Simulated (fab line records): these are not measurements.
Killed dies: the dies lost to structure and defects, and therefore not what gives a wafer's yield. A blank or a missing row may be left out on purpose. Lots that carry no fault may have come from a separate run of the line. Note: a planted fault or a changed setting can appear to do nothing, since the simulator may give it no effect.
fab line records	flow n5Finfet
record lots=24	wafers=72	lastDay=21
route steps=1938 shown BEOL_M5@1153 BEOL_M6@1196
lots that met no fault: from a run of the same line without faults
startH: hours from the record's first day to the start of the lot's first wafer shown	waitH: time in hours since the lot's previous step	" repeats the value in the row above	L1.1+2: a single row standing in for several wafers	- no value, or no start given	* or withheld: withheld	< > ~ a bound
route shown NAME@n: names a module that has steps shown in the file, with the first one's number in the route	usual: mean/standard deviation of fault-free wafers	same: alike in all rows	chamber/n: place in a boat	sites: the reading at each site	_std_site: standard deviation of those values	_edge_site: mean of outer sites minus mean of inner sites	radiusMm: how far each site lies from the wafer's centre	mask NAME#n: copy n	behind: tool/chamber where the wafer was last shaped	hold: why the lot went on hold/how many hours it stayed there/how the hold came to an end	device: transistor that didn't switch, given as n, p or np	end of line: the route-end tests of the same wafers	for a step that has no rows: nothing shown but its recipe	killed: dies lost to structure and defects at the first sort, not the wafer's yield	map: per-die view of a wafer (x killed, . not killed, _ where there is no die)
set.NAME: setting as actually run; set.NAME@STEP: the setting as run at that earlier step	model.NAME: the simulator's own value behind a step, which no gauge read
route steps across a sampled set of lots; one table per step, one row per wafer
services: a tool's chamber out of use, with start hour (startH, from the record's first day; less than 0 if before it), hours out, and reason
## steps
# step N5_BEOL_M5_ETCH_67
# recipe chemistry=CF4	target=SiARC	targetDepthA=156	maskMaterial=CAR-EUV	timeS=26	ionEnergyEv=80	pressureMtorr=40	sourceW=545	biasW=36	Ar_flow_sccm=100	cf4FlowSccm=100	ends=cleared
# usual drypumpMotorCurrentA=5.6/0.47	etchRfOnTimeS=26.4/0.92	oesProductAu=0.67/0.075	rfVppV=184.2/1.3	showerheadPlenumPTorr=2.16/0.077	throttleValvePct=15.63/0.19
lot.wafer	tool	chamber	startH	waitH	drypumpMotorCurrentA	etchRfOnTimeS	oesProductAu	rfHoursCounterH	rfVppV	showerheadPlenumPTorr	throttleValvePct
L074.1	rieDiel-02	2	244.28	0.0	5.0	27.3	0.59	229	184.1	2.19	15.71
L074.4	"	1	"	"	6.4	27.6	0.67	-	184.9	2.25	15.54
L074.6	"	3	"	"	5.7	27.2	0.68	-	182.2	2.08	15.85
L077.2	rieDiel-02	1	265.46	0.0	6.4	27.3	0.67	102	185.3	2.24	15.53
L077.3	"	0	"	"	4.8	25.1	0.87	0	185.3	2.26	15.58
L077.5	"	3	"	"	5.7	27.2	0.69	-	182.2	2.07	15.88
L076.2	rieDiel-05	3	275.62	0.0	5.8	25.4	0.63	188	183.0	2.04	15.56
L076.4	"	2	"	"	6.1	25.6	0.65	151	184.1	2.24	15.57
L076.6	"	2	"	"	6.1	25.4	0.66	-	185.4	2.24	15.58
L075.2	rieDiel-06	3	277.44	0.0	6.1	24.3	0.81	28	185.2	2.18	15.45
L075.3	"	1	"	"	5.5	26.6	0.67	108	185.1	2.23	15.32
L075.4	"	0	"	"	5.8	26.8	0.64	153	184.5	2.14	15.85
L080.2	rieDiel-06	0	282.19	0.0	5.8	27.1	0.64	154	182.9	2.13	15.83
L080.4	"	3	"	"	6.1	24.7	0.80	29	184.5	2.18	15.44
L080.5	"	0	"	"	5.8	26.9	0.64	-	183.6	2.13	15.83
L078.2	rieDiel-05	0	285.74	0.0	5.0	26.6	0.60	200	182.3	2.05	15.80
L078.4	"	1	"	"	5.6	26.4	0.59	231	183.8	2.20	15.87
L078.5	"	3	"	"	5.7	25.8	0.63	-	182.1	2.04	15.56
L082.3	rieDiel-02	3	292.45	0.0	5.7	27.1	0.67	109	183.3	2.07	15.88
L082.4	"	1	"	"	6.4	27.3	0.66	111	184.7	2.24	15.54
L082.6	"	0	"	"	4.8	25.1	0.82	-	184.9	2.26	15.60
L079.4	rieDiel-02	0	293.23	0.0	4.8	25.3	0.82	10	186.5	2.26	15.62
L079.5	"	0	"	"	4.8	25.1	0.82	-	184.6	2.26	15.60
L079.6	"	3	"	"	5.7	27.4	0.67	-	182.5	2.07	15.88
L086.2	rieDiel-06	0	303.66	0.0	5.8	26.6	0.64	159	184.6	2.13	15.85
L086.3	"	3	"	"	6.1	24.4	0.80	36	182.7	2.18	15.49
L086.4	"	1	"	"	5.6	26.4	0.68	-	186.3	2.22	15.35
L084.1	rieDiel-05	1	308.99	0.0	5.5	26.6	0.58	239	184.8	2.20	15.88
L084.4	"	3	"	"	5.7	26.0	0.62	199	180.9	2.04	15.58
L084.5	"	0	"	"	5.0	26.9	0.58	-	183.2	2.04	15.82
L081.3	rieDiel-06	3	316.49	0.0	6.1	24.9	0.77	41	186.6	2.17	15.47
L081.5	"	0	"	"	5.8	26.9	0.63	-	183.4	2.13	15.85
L081.6	"	3	"	"	6.0	24.7	0.78	-	183.9	2.17	15.47
L083.2	rieDiel-06	3	321.81	0.0	6.0	24.1	0.79	44	185.1	2.17	15.49
L083.3	"	1	"	"	5.6	26.4	0.66	125	184.5	2.22	15.35
L083.6	"	3	"	"	6.1	24.4	0.78	-	182.4	2.17	15.47
L085.2	rieDiel-02	0	324.99	0.0	4.8	25.5	0.79	20	185.2	2.25	15.62
L085.3	"	3	"	"	5.7	27.3	0.66	120	182.2	2.07	15.89
L085.4	"	1	"	"	6.4	27.3	0.65	-	184.4	2.24	15.59
L090.3	rieDiel-05	2	333.40	0.0	6.1	25.8	0.64	170	184.1	2.24	15.63
L090.4	"	1	"	"	5.6	26.6	0.58	246	185.5	2.20	15.91
L090.6	"	3	"	"	5.7	26.2	0.61	-	183.4	2.03	15.60
L089.1	rieDiel-05	0	357.67	0.0	5.0	26.9	0.58	222	182.1	2.04	15.84
L089.2	"	3	"	"	5.7	25.9	0.61	215	183.0	2.03	15.60
L089.4	"	0	"	"	5.0	26.8	0.58	-	181.2	2.04	15.84
L087.1	rieDiel-06	0	360.34	0.0	5.8	27.0	0.62	179	185.4	2.13	15.87
L087.2	"	3	"	"	6.1	24.4	0.77	58	183.8	2.17	15.51
L087.6	"	2	"	"	5.6	25.9	0.80	-	183.1	2.12	15.21
L088.2	rieDiel-02	2	360.39	0.0	5.0	26.8	0.78	10	184.9	2.18	15.28
L088.5	"	3	"	"	5.7	27.6	0.65	-	182.4	2.06	15.92
L088.6	"	0	"	"	4.8	25.4	0.77	-	185.5	2.25	15.65
L092.2	rieDiel-02	3	365.31	0.0	5.7	27.7	0.65	133	184.2	2.06	15.93
L092.3	"	0	"	"	4.9	25.9	0.76	33	185.6	2.25	15.66
L092.5	"	1	"	"	6.4	28.0	0.62	-	183.3	2.23	15.61
L091.3	rieDiel-06	3	365.50	0.0	6.0	24.9	0.75	60	184.3	2.17	15.53
L091.4	"	1	"	"	5.6	26.5	0.66	139	186.1	2.22	15.38
L091.5	"	1	"	"	5.5	26.5	0.65	-	185.0	2.22	15.38
L094.2	rieDiel-05	0	372.95	0.0	5.0	26.7	0.58	226	182.5	2.04	15.86
L094.3	"	3	"	"	5.7	25.6	0.61	219	183.1	2.03	15.61
L094.4	"	0	"	"	5.0	26.4	0.59	-	182.3	2.04	15.87
L096.1	rieDiel-02	3	373.42	0.0	5.7	27.6	0.65	135	184.9	2.06	15.92
L096.2	"	0	"	"	4.8	25.8	0.76	36	185.6	2.25	15.67
L096.5	"	1	"	"	6.4	27.7	0.63	-	185.1	2.23	15.62
L093.2	rieDiel-02	1	391.96	0.0	6.4	27.4	0.64	142	184.0	2.23	15.61
L093.3	"	0	"	"	4.8	25.8	0.75	41	186.7	2.25	15.68
L093.6	"	2	"	"	5.0	26.6	0.76	-	184.8	2.18	15.31
L095.1	rieDiel-06	2	394.91	0.0	5.5	25.3	0.80	21	183.8	2.12	15.24
L095.2	"	3	"	"	6.1	24.5	0.75	67	185.8	2.16	15.52
L095.6	"	2	"	"	5.5	25.6	0.78	-	185.9	2.12	15.24
L097.4	rieDiel-05	3	400.48	0.0	5.7	26.1	0.60	229	183.6	2.03	15.63
L097.5	"	1	"	"	5.6	25.8	0.80	-	184.5	2.19	15.44
L097.6	"	2	"	"	6.1	25.8	0.62	-	185.2	2.23	15.68
# step N5_BEOL_M5_CD_MEAS_35
# recipe targetCdNm=28	targetCdYNm=24	polarity=opening
# usual cdNm=28.0/0.52
lot.wafer	tool	chamber	startH	waitH	cdNm
L074.1	cdSem-03	-	244.80	0.0	28.4
L074.4	"	-	"	"	28.0
L074.6	"	-	"	"	28.1
L077.2	cdSem-01	-	265.98	0.0	27.8
L077.3	"	-	"	"	28.3
L077.5	"	-	"	"	27.4
L076.2	cdSem-02	-	276.14	0.0	28.7
L076.4	"	-	"	"	27.9
L076.6	"	-	"	"	28.5
L075.2	cdSem-03	-	277.96	0.0	28.0
L075.3	"	-	"	"	28.7
L075.4	"	-	"	"	28.7
L080.2	cdSem-03	-	282.71	0.0	27.8
L080.4	"	-	"	"	27.2
L080.5	"	-	"	"	27.7
L078.2	cdSem-03	-	286.26	0.0	27.6
L078.4	"	-	"	"	28.2
L078.5	"	-	"	"	29.0
L082.3	cdSem-03	-	292.99	0.0	28.5
L082.4	"	-	"	"	27.6
L082.6	"	-	"	"	27.6
L079.4	cdSem-03	-	293.76	0.0	27.5
L079.5	"	-	"	"	28.3
L079.6	"	-	"	"	27.5
L086.2	cdSem-03	-	304.18	0.0	28.6
L086.3	"	-	"	"	28.7
L086.4	"	-	"	"	28.4
L084.1	cdSem-03	-	309.51	0.0	27.6
L084.4	"	-	"	"	27.3
L084.5	"	-	"	"	26.4
L081.3	cdSem-03	-	317.02	0.0	27.9
L081.5	"	-	"	"	28.1
L081.6	"	-	"	"	28.0
L083.2	cdSem-03	-	322.33	0.0	27.6
L083.3	"	-	"	"	28.4
L083.6	"	-	"	"	28.0
L085.2	cdSem-03	-	325.51	0.0	28.3
L085.3	"	-	"	"	28.3
L085.4	"	-	"	"	27.7
L090.3	cdSem-02	-	333.92	0.0	27.5
L090.4	"	-	"	"	27.2
L090.6	"	-	"	"	28.2
L089.1	cdSem-02	-	358.19	0.0	27.7
L089.2	"	-	"	"	28.8
L089.4	"	-	"	"	28.5
L087.1	cdSem-03	-	360.86	0.0	27.9
L087.2	"	-	"	"	27.9
L087.6	"	-	"	"	27.8
L088.2	cdSem-03	-	360.92	0.0	28.8
L088.5	"	-	"	"	28.1
L088.6	"	-	"	"	27.8
L092.2	cdSem-03	-	365.84	0.0	28.7
L092.3	"	-	"	"	27.7
L092.5	"	-	"	"	27.7
L091.3	cdSem-02	-	366.02	0.0	27.7
L091.4	"	-	"	"	28.0
L091.5	"	-	"	"	27.5
L094.2	cdSem-02	-	373.48	0.0	27.2
L094.3	"	-	"	"	28.7
L094.4	"	-	"	"	27.6
L096.1	cdSem-02	-	373.95	0.0	27.7
L096.2	"	-	"	"	29.2
L096.5	"	-	"	"	28.0
L093.2	cdSem-02	-	392.48	0.0	28.0
L093.3	"	-	"	"	27.8
L093.6	"	-	"	"	28.1
L095.1	cdSem-03	-	395.43	0.0	28.9
L095.2	"	-	"	"	28.2
L095.6	"	-	"	"	27.4
L097.4	cdSem-01	-	401.00	0.0	27.4
L097.5	"	-	"	"	27.0
L097.6	"	-	"	"	27.3
# step N5_BEOL_M5_SURFACE_TREAT_87
# recipe gas=Ar	timeS=*	ionEnergyEv=*	ionCurrentMaCm2=0.5	pressureMtorr=*	arFlowSccm=30
# usual throttleValvePct=*
lot.wafer	tool	chamber	startH	waitH	throttleValvePct
L074.1	pvdSputter-03	-	247.69	1.9	*
L074.4	"	-	"	"	*
L074.6	"	-	"	"	*
L077.2	pvdSputter-03	-	266.70	0.1	*
L077.3	"	-	"	"	*
L077.5	"	-	"	"	*
L076.2	pvdSputter-01	-	277.01	0.1	*
L076.4	"	-	"	"	*
L076.6	"	-	"	"	*
L075.2	pvdSputter-02	-	280.15	0.2	*
L075.3	"	-	"	"	*
L075.4	"	-	"	"	*
L080.2	pvdSputter-02	-	284.27	0.2	*
L080.4	"	-	"	"	*
L080.5	"	-	"	"	*
L078.2	pvdSputter-03	-	288.42	0.2	*
L078.4	"	-	"	"	*
L078.5	"	-	"	"	*
L082.3	pvdSputter-03	-	294.57	0.2	*
L082.4	"	-	"	"	*
L082.6	"	-	"	"	*
L079.4	pvdSputter-02	-	296.10	1.1	*
L079.5	"	-	"	"	*
L079.6	"	-	"	"	*
L086.2	pvdSputter-03	-	305.14	0.3	*
L086.3	"	-	"	"	*
L086.4	"	-	"	"	*
L084.1	pvdSputter-02	-	310.59	0.2	*
L084.4	"	-	"	"	*
L084.5	"	-	"	"	*
L081.3	pvdSputter-03	-	318.72	0.3	*
L081.5	"	-	"	"	*
L081.6	"	-	"	"	*
L083.2	pvdSputter-02	-	323.09	0.2	*
L083.3	"	-	"	"	*
L083.6	"	-	"	"	*
L085.2	pvdSputter-03	-	326.60	0.4	*
L085.3	"	-	"	"	*
L085.4	"	-	"	"	*
L090.3	pvdSputter-01	-	335.19	0.1	*
L090.4	"	-	"	"	*
L090.6	"	-	"	"	*
L089.1	pvdSputter-03	-	363.63	0.1	*
L089.2	"	-	"	"	*
L089.4	"	-	"	"	*
L087.1	pvdSputter-02	-	364.95	0.2	*
L087.2	"	-	"	"	*
L087.6	"	-	"	"	*
L088.2	pvdSputter-02	-	365.33	0.3	*
L088.5	"	-	"	"	*
L088.6	"	-	"	"	*
L092.2	pvdSputter-01	-	368.63	0.2	*
L092.3	"	-	"	"	*
L092.5	"	-	"	"	*
L091.3	pvdSputter-03	-	369.69	0.8	*
L091.4	"	-	"	"	*
L091.5	"	-	"	"	*
L094.2	pvdSputter-01	-	374.76	0.1	*
L094.3	"	-	"	"	*
L094.4	"	-	"	"	*
L096.1	pvdSputter-01	-	377.33	0.2	*
L096.2	"	-	"	"	*
L096.5	"	-	"	"	*
L093.2	pvdSputter-02	-	393.36	0.1	*
L093.3	"	-	"	"	*
L093.6	"	-	"	"	*
L095.1	pvdSputter-01	-	396.29	0.1	*
L095.2	"	-	"	"	*
L095.6	"	-	"	"	*
L097.4	pvdSputter-01	-	402.29	0.1	*
L097.5	"	-	"	"	*
L097.6	"	-	"	"	*
# step N5_BEOL_M5_SPUTTER_83
# recipe material=Cu	targetThkA=150	tempC=-20	chamberPressurePa=0.07	powerW=withheld	timeS=27.62
# usual substrateTempC=-19.98/0.099	throttleValvePct=29.9/0.72
lot.wafer	tool	chamber	startH	waitH	substrateTempC	throttleValvePct
L074.1	pvdSputter-03	-	250.80	0.5	-19.97	29.3
L074.4	"	-	"	"	-19.97	30.3
L074.6	"	-	"	"	-20.04	30.5
L077.2	pvdSputter-03	-	269.19	0.5	-19.95	30.9
L077.3	"	-	"	"	-19.91	28.6
L077.5	"	-	"	"	-19.95	29.6
L076.2	pvdSputter-01	-	279.48	0.5	-19.96	29.4
L076.4	"	-	"	"	-19.95	29.4
L076.6	"	-	"	"	-20.08	29.4
L075.2	pvdSputter-03	-	282.89	0.6	-19.94	29.6
L075.3	"	-	"	"	-20.04	31.2
L075.4	"	-	"	"	-20.06	28.7
L080.2	pvdSputter-02	-	286.68	0.5	-19.90	30.5
L080.4	"	-	"	"	-19.93	29.4
L080.5	"	-	"	"	-19.88	29.6
L078.2	pvdSputter-03	-	290.96	0.5	-19.90	29.5
L078.4	"	-	"	"	-19.93	30.4
L078.5	"	-	"	"	-20.07	29.4
L082.3	pvdSputter-03	-	297.06	0.5	-19.96	29.0
L082.4	"	-	"	"	-20.12	31.5
L082.6	"	-	"	"	-20.06	30.2
L079.4	pvdSputter-01	-	298.60	0.5	-19.92	29.6
L079.5	"	-	"	"	-19.90	29.4
L079.6	"	-	"	"	-20.16	29.5
L086.2	pvdSputter-01	-	307.64	0.5	-20.01	29.5
L086.3	"	-	"	"	-20.01	31.1
L086.4	"	-	"	"	-20.05	29.8
L084.1	pvdSputter-01	-	314.73	0.5	-19.88	30.0
L084.4	"	-	"	"	-19.88	31.3
L084.5	"	-	"	"	-19.85	30.0
L081.3	pvdSputter-03	-	321.11	0.5	-20.04	29.6
L081.5	"	-	"	"	-19.88	30.8
L081.6	"	-	"	"	-20.00	31.3
L083.2	pvdSputter-02	-	325.48	0.5	-19.97	29.3
L083.3	"	-	"	"	-20.07	29.5
L083.6	"	-	"	"	-20.14	30.0
L085.2	pvdSputter-02	-	329.99	0.5	-20.19	29.5
L085.3	"	-	"	"	-20.08	29.9
L085.4	"	-	"	"	-20.07	29.5
L090.3	pvdSputter-01	-	338.00	0.5	-19.98	29.6
L090.4	"	-	"	"	-20.19	31.0
L090.6	"	-	"	"	-20.04	29.6
L089.1	pvdSputter-01	-	366.02	0.5	-20.06	29.9
L089.2	"	-	"	"	-19.88	31.2
L089.4	"	-	"	"	-20.20	29.4
L087.1	pvdSputter-03	-	367.43	0.5	-19.82	30.0
L087.2	"	-	"	"	-19.93	31.3
L087.6	"	-	"	"	-19.93	30.2
L088.2	pvdSputter-02	-	368.04	0.5	-19.94	30.1
L088.5	"	-	"	"	-20.10	29.7
L088.6	"	-	"	"	-19.81	29.9
L092.2	pvdSputter-01	-	371.20	0.5	-20.13	29.8
L092.3	"	-	"	"	-20.02	31.1
L092.5	"	-	"	"	-20.08	29.7
L091.3	pvdSputter-03	-	372.10	0.5	-20.03	29.7
L091.4	"	-	"	"	-19.98	31.1
L091.5	"	-	"	"	-20.05	29.5
L094.2	pvdSputter-03	-	377.18	0.5	-20.02	31.1
L094.3	"	-	"	"	-19.87	28.9
L094.4	"	-	"	"	-20.02	29.3
L096.1	pvdSputter-02	-	379.78	0.5	-19.85	30.6
L096.2	"	-	"	"	-19.94	29.7
L096.5	"	-	"	"	-20.05	29.3
L093.2	pvdSputter-03	-	397.53	0.5	-20.03	31.1
L093.3	"	-	"	"	-20.04	30.3
L093.6	"	-	"	"	-19.85	30.4
L095.1	pvdSputter-01	-	398.74	0.5	-20.01	31.0
L095.2	"	-	"	"	-20.01	29.9
L095.6	"	-	"	"	-19.98	31.0
L097.4	pvdSputter-02	-	405.33	0.5	-19.91	29.9
L097.5	"	-	"	"	-19.90	30.4
L097.6	"	-	"	"	-19.86	29.4
# step N5_BEOL_M5_PRE_CLEAN_77
# recipe gas=NH3/H2	timeS=15	tempC=*	rfPowerW=300
# usual heaterPowerW=82/9.9
lot.wafer	tool	chamber	startH	waitH	heaterPowerW
L074.1	cvdCo-01	0	253.80	0.0	89
L074.4	"	1	"	"	93
L074.6	"	0	"	"	89
L077.2	cvdCo-01	1	272.22	0.0	93
L077.3	"	0	"	"	92
L077.5	"	1	"	"	92
L076.2	cvdCo-02	1	282.55	0.0	80
L076.4	"	2	"	"	72
L076.6	"	1	"	"	83
L075.2	cvdCo-01	1	285.89	0.0	93
L075.3	"	2	"	"	84
L075.4	"	2	"	"	82
L080.2	cvdCo-01	1	289.86	0.0	94
L080.4	"	1	"	"	92
L080.5	"	0	"	"	90
L078.2	cvdCo-02	2	293.97	0.0	76
L078.4	"	1	"	"	79
L078.5	"	0	"	"	58
L082.3	cvdCo-02	2	300.09	0.1	76
L082.4	"	2	"	"	75
L082.6	"	0	"	"	61
L079.4	cvdCo-01	1	301.75	0.1	92
L079.5	"	0	"	"	89
L079.6	"	2	"	"	82
L086.2	cvdCo-02	2	311.82	0.0	76
L086.3	"	0	"	"	59
L086.4	"	2	"	"	76
L081.3	cvdCo-01	1	324.22	0.0	94
L081.5	"	1	"	"	92
L081.6	"	0	"	"	93
L084.1	cvdCo-01	2	326.56	0.0	87
L084.4	"	1	"	"	92
L084.5	"	2	"	"	84
L083.2	cvdCo-01	1	328.55	0.0	90
L083.3	"	0	"	"	91
L083.6	"	1	"	"	95
L085.2	cvdCo-02	0	332.99	0.0	61
L085.3	"	1	"	"	80
L085.4	"	1	"	"	78
L090.3	cvdCo-02	0	341.02	0.0	61
L090.4	"	2	"	"	74
L090.6	"	1	"	"	80
L089.1	cvdCo-02	0	369.02	0.0	61
L089.2	"	1	"	"	80
L089.4	"	0	"	"	59
L087.1	cvdCo-02	1	370.44	0.0	79
L087.2	"	0	"	"	59
L087.6	"	1	"	"	78
L088.2	cvdCo-01	0	371.06	0.0	90
L088.5	"	1	"	"	81
L088.6	"	2	"	"	83
L092.2	cvdCo-01	0	374.23	0.0	91
L092.3	"	1	"	"	81
L092.5	"	1	"	"	84
L091.3	cvdCo-01	0	375.12	0.0	91
L091.4	"	1	"	"	85
L091.5	"	0	"	"	93
L094.2	cvdCo-01	2	380.18	0.0	85
L094.3	"	1	"	"	85
L094.4	"	2	"	"	84
L096.1	cvdCo-02	0	382.79	0.0	58
L096.2	"	1	"	"	81
L096.5	"	2	"	"	79
L093.2	cvdCo-01	2	400.54	0.0	86
L093.3	"	0	"	"	89
L093.6	"	0	"	"	91
L095.1	cvdCo-01	2	401.75	0.0	87
L095.2	"	0	"	"	89
L095.6	"	1	"	"	84
L097.4	cvdCo-01	0	412.15	0.1	93
L097.5	"	1	"	"	85
L097.6	"	2	"	"	86
# step N5_BEOL_M6_THK_MEAS_01
# recipe reads=SiCOH_lowk_of_BEOL_M6_ILD_DEP_00
# usual M6_ILD_THK=153.8/2.7
lot.wafer	tool	chamber	startH	waitH	M6_ILD_THK[nm]
L074.1	filmMetro-02	-	254.69	0.4	151.6
L074.4	"	-	"	"	146.0
L074.6	"	-	"	"	146.9
L077.2	filmMetro-01	-	273.08	0.4	151.4
L077.3	"	-	"	"	148.2
L077.5	"	-	"	"	151.8
L076.2	filmMetro-02	-	284.00	0.4	151.0
L076.4	"	-	"	"	154.1
L076.6	"	-	"	"	153.2
L075.2	filmMetro-02	-	286.76	0.4	151.9
L075.3	"	-	"	"	154.5
L075.4	"	-	"	"	156.3
L080.2	filmMetro-01	-	290.74	0.4	153.4
L080.4	"	-	"	"	153.6
L080.5	"	-	"	"	154.2
L078.2	filmMetro-02	-	294.94	0.4	151.7
L078.4	"	-	"	"	156.3
L078.5	"	-	"	"	157.8
L082.3	filmMetro-01	-	300.97	0.3	154.2
L082.4	"	-	"	"	157.2
L082.6	"	-	"	"	155.7
L079.4	filmMetro-01	-	302.59	0.2	150.6
L079.5	"	-	"	"	155.0
L079.6	"	-	"	"	151.4
L086.2	filmMetro-02	-	312.68	0.4	153.7
L086.3	"	-	"	"	153.9
L086.4	"	-	"	"	155.5
L081.3	filmMetro-02	-	325.40	0.3	153.8
L081.5	"	-	"	"	155.4
L081.6	"	-	"	"	154.7
L084.1	filmMetro-01	-	327.42	0.4	151.2
L084.4	"	-	"	"	158.2
L084.5	"	-	"	"	152.9
L083.2	filmMetro-02	-	329.42	0.4	155.4
L083.3	"	-	"	"	151.0
L083.6	"	-	"	"	157.4
L085.2	filmMetro-02	-	333.86	0.4	151.6
L085.3	"	-	"	"	151.9
L085.4	"	-	"	"	156.8
L090.3	filmMetro-02	-	348.31	2.0	145.9
L090.4	"	-	"	"	151.1
L090.6	"	-	"	"	149.2
L089.1	filmMetro-01	-	369.89	0.4	156.1
L089.2	"	-	"	"	154.1
L089.4	"	-	"	"	155.1
L087.1	filmMetro-01	-	371.81	0.4	153.8
L087.2	"	-	"	"	157.0
L087.6	"	-	"	"	156.7
L088.2	filmMetro-01	-	372.88	0.4	150.7
L088.5	"	-	"	"	153.3
L088.6	"	-	"	"	154.0
L092.2	filmMetro-02	-	375.96	0.4	152.0
L092.3	"	-	"	"	148.9
L092.5	"	-	"	"	153.5
L091.3	filmMetro-01	-	376.72	0.3	154.4
L091.4	"	-	"	"	155.8
L091.5	"	-	"	"	155.5
L094.2	filmMetro-01	-	381.05	0.4	152.4
L094.3	"	-	"	"	154.3
L094.4	"	-	"	"	154.9
L096.1	filmMetro-01	-	383.65	0.4	154.9
L096.2	"	-	"	"	154.4
L096.5	"	-	"	"	154.3
L093.2	filmMetro-01	-	401.66	0.4	154.3
L093.3	"	-	"	"	152.6
L093.6	"	-	"	"	157.1
L095.1	filmMetro-01	-	402.61	0.4	152.8
L095.2	"	-	"	"	155.0
L095.6	"	-	"	"	154.7
L097.4	filmMetro-01	-	413.00	0.2	157.2
L097.5	"	-	"	"	157.5
L097.6	"	-	"	"	155.9
## services
tool	chamber	startH	hours	kind
rieDiel-02	0	239.75	-	clean
rieDiel-02	0	239.75	-	consumableReplace:focusRing
rieDiel-02	0	239.75	-	consumableReplace:showerhead
rieDiel-02	0	239.75	23.9	scheduledDown
rieDiel-02	0	239.75	23.9	ventCycle
rieDiel-06	-	246.41	0.3	repair
rieDiel-06	3	272.62	3.0	repair
rieDiel-05	0	278.72	5.3	repair
rieDiel-06	0	285.76	6.9	repair
rieDiel-06	2	292.73	-	clean
rieDiel-06	2	292.73	-	consumableReplace:focusRing
rieDiel-06	2	292.73	33.7	scheduledDown
cvdCo-02	-	296.93	0.8	repair
rieDiel-02	2	317.30	-	clean
rieDiel-02	2	317.30	-	consumableReplace:focusRing
rieDiel-02	2	317.30	12.3	scheduledDown
rieDiel-02	2	317.30	12.3	ventCycle
cvdCo-01	1	333.33	-	clean
cvdCo-01	1	333.33	22.0	scheduledDown
cvdCo-01	1	333.33	22.0	ventCycle
rieDiel-05	0	344.40	2.8	repair
rieDiel-02	1	367.74	5.0	repair
rieDiel-06	0	401.30	8.8	repair
rieDiel-06	0	411.47	6.5	repair
## key
fault none
